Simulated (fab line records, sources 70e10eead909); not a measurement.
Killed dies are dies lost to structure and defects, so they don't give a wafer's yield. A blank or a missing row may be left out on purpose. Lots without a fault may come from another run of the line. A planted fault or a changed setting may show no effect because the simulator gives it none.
A struck lot beside a sound one | flow nand_harc | 14 steps out of a route of 1302
Sound: wafers L447.2, L447.4, L447.6. Struck: wafers L450.2, L450.5, L450.6. The cause comes at the end.
At each step with rows: each side's tool, then ch and its chambers, then its first start. Under that, the readings that differ: sound wafers | struck wafers | difference of the means | sigmas: that difference in standard deviations of wafers without a fault.
alike: readings whose means differ by less than 2 such deviations, and words and numbers that are the same on both sides. not compared: withheld readings, readings that some wafer has no value for, bounds like >300 that may hide the same value, and numbers for which the record gives no deviation and whose values overlap.
The two part at a step that has a row with sigmas, a row that says differs or no value, or rows on one side only. Numbers that don't overlap but have no deviation are shown without sigmas and don't part them. A reading that every wafer of one side lacks parts them only if that side has two wafers or more.

first, 2 steps without rows for these wafers: NHARC_A_SOURCE_PLATE_CVD_03 (deposits poly-Si, target thk 200 nm, time 4000 s); NHARC_A_SOURCE_PLATE_ANNEAL_05 (time 1800 s).
NHARC_A_SOURCE_PLATE_THK_MEAS_06: measures by ellipsometry.
  sound on film_metro-01, day 10 14:52; struck on film_metro-01, day 11 22:47
  reading     | sound             | struck            | difference | sigmas
  thk_nm (nm) | 196.5 198.9 198.1 | 202.2 203.5 203.0 | +5.1       | +2
NHARC_A_SOURCE_PLATE_INSPECT_08:
  sound on defect_inspect-02, day 10 14:55; struck on defect_inspect-01, day 11 22:50
  alike: raw_defect_count
then, 1 step without rows for these wafers: NHARC_A_ONON_D1_DEP_00 (target thk 1000 nm).
NHARC_A_ONON_D1_THK_MEAS_02: measures by ellipsometry.
  sound on film_metro-01, day 10 15:30; struck on film_metro-01, day 11 23:25
  reading     | sound          | struck      | difference | sigmas
  thk_nm (nm) | 1000 1002 1002 | 979 979 983 | -21        | -2
then, 1 step without rows for these wafers: NHARC_A_ONON_D1_DEP_03 (target thk 1000 nm).
NHARC_A_ONON_D1_THK_MEAS_05: measures by ellipsometry.
  sound on film_metro-01, day 10 16:04; struck on film_metro-01, day 11 23:59
  alike: thk_nm
then, 1 step without rows for these wafers: NHARC_A_ONON_D1_DEP_06 (target thk 1000 nm).
NHARC_A_ONON_D1_THK_MEAS_08: measures by ellipsometry.
  sound on film_metro-01, day 10 16:38; struck on film_metro-02, day 12 00:33
  alike: thk_nm
NHARC_A_ONON_D1_DEP_09: target thk 1000 nm.
  sound on pecvd_onon-02 ch 0, day 10 16:45; struck on pecvd_onon-04 ch 0, day 12 00:40
  alike: sih4_flow_sccm
NHARC_A_ONON_D1_THK_MEAS_11: measures by ellipsometry.
  sound on film_metro-01, day 10 17:12; struck on film_metro-01, day 12 01:07
  reading     | sound       | struck         | difference | sigmas
  thk_nm (nm) | 995 995 994 | 1870 1870 1870 | +875       | +99 or more
then, 1 step without rows for these wafers: NHARC_A_ONON_D1_DEP_12 (target thk 1000 nm).
-- the record jumps here: 17 days lie between the struck wafers' starts before and after (it left off in module A_ONON_D1 and takes up again in module END, whose first step shown is number 1302 of the route) --
NHARC_END_SORT_01:
  the record has rows for the struck wafers here (prober-01 ch 0, day 29 05:32) and none for the sound ones

WHERE THEY PART
First at NHARC_A_SOURCE_PLATE_THK_MEAS_06; last, within this record, at NHARC_END_SORT_01.

WHY: what the simulator had put in
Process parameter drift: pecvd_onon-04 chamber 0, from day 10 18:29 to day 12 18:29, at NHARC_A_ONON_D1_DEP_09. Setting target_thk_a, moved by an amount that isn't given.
